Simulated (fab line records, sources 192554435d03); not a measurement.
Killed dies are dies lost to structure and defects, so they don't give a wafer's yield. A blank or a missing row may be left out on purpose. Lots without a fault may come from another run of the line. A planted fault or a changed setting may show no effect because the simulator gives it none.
Split-lot experiment | flow n5_finfet | 7 lots, 21 wafers read, on a route of 1938 steps

THE SPLIT
At N5_BEOL_M13_SPUTTER_44 (material Ta, target thk 10 nm, time 16.13 s), the setting power_w was moved away from the recipe's 15000 W on 7 of the 21 wafers read, by -17.9% to +14.3%. The other wafers ran this setting at the recipe's value.

The reading is taken at the split's own step.

THE READING
Ta_of_BEOL_M13_SPUTTER_44.thk_nm (the simulator's own value, which no gauge read), in nm, at N5_BEOL_M13_SPUTTER_44 (material Ta, target thk 10 nm, time 16.13 s). The file gives no usual value for it. The 14 wafers here that ran the recipe average 10.1 nm, standard deviation 0.12 nm.

wafer  | tool, chamber at the split | power_w as run, W | against the recipe | Ta_of_BEOL_M13_SPUTTER_44.thk_nm, nm | against lot-mates on the recipe
L077.4 | pvd_sputter-02, -          | 12310             | -17.9%             | 8.2                                  | -1.8
L077.5 | pvd_sputter-02, -          | 12310             | -17.9%             | 8.2                                  | -1.8
L077.6 | pvd_sputter-02, -          | 15000             | recipe             | 10                                   | -
L084.4 | pvd_sputter-01, -          | 15000             | recipe             | 10.2                                 | -
L084.5 | pvd_sputter-01, -          | 15000             | recipe             | 10.2                                 | -
L084.6 | pvd_sputter-01, -          | 15000             | recipe             | 10.2                                 | -
L083.3 | pvd_sputter-03, -          | 15000             | recipe             | 10.2                                 | -
L083.4 | pvd_sputter-03, -          | 15000             | recipe             | 10                                   | -
L083.6 | pvd_sputter-03, -          | 15000             | recipe             | 10                                   | -
L081.1 | pvd_sputter-01, -          | 16160             | +7.7%              | 10.6                                 | +0.6
L081.5 | pvd_sputter-01, -          | 16160             | +7.7%              | 11                                   | +1.0
L081.6 | pvd_sputter-01, -          | 15000             | recipe             | 10                                   | -
L088.2 | pvd_sputter-03, -          | 15810             | +5.4%              | 10.8                                 | +0.6
L088.5 | pvd_sputter-03, -          | 15000             | recipe             | 10.2                                 | -
L088.6 | pvd_sputter-03, -          | 15810             | +5.4%              | 10.6                                 | +0.4
L093.2 | pvd_sputter-03, -          | 15000             | recipe             | 10.2                                 | -
L093.3 | pvd_sputter-03, -          | 17140             | +14.3%             | 11.4                                 | +1.3
L093.5 | pvd_sputter-03, -          | 15000             | recipe             | 10                                   | -
L097.2 | pvd_sputter-02, -          | 15000             | recipe             | 10.2                                 | -
L097.4 | pvd_sputter-02, -          | 15000             | recipe             | 10                                   | -
L097.5 | pvd_sputter-02, -          | 15000             | recipe             | 9.8                                  | -

THE FIT
A straight line over all 21 wafers: Ta_of_BEOL_M13_SPUTTER_44.thk_nm changes by +0.102 nm for each +1% of power_w; r = +0.98; the points scatter about the line by 0.14 nm.
The same after taking each lot's own level away (the mean of its wafers on the recipe; 21 wafers): +0.0985 nm for each +1%; r = +0.99; scatter 0.11 nm.
On that fit, the largest move of power_w shifts the reading by 1.8 nm.
The lots' own levels span 10.00 to 10.20 nm, that is 1.6 times the standard deviation above.
So the lot-to-lot level changes the slope little: the two slopes agree.
Check: with one of the wafers moved furthest among these (-17.9%) left out of the fit, the line predicts -1.76 nm for it against its lot-mates. It came out at -1.8 nm against them.

OTHER SPLITS ON THESE WAFERS
These wafers also went through other splits before the reading. Each is held against what the fit with the lots' levels taken away leaves over:
other split on the same wafers    | wafers away from the commonest value | r with Ta_of_BEOL_M13_SPUTTER_44.thk_nm (lot level and that fit taken away)
N5_BEOL_M11_DEP_56 time_s         | 9                                    | -0.28
N5_BEOL_M12_PEB_08 peb_temp_c     | 8                                    | +0.17
N5_BEOL_M13_TRENCH_ETCH_34 time_s | 5                                    | +0.34

THE FILE'S OWN FIT
Ta_of_BEOL_M13_SPUTTER_44.thk_nm changes by +0.0972 nm for each +1% of power_w, r = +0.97.
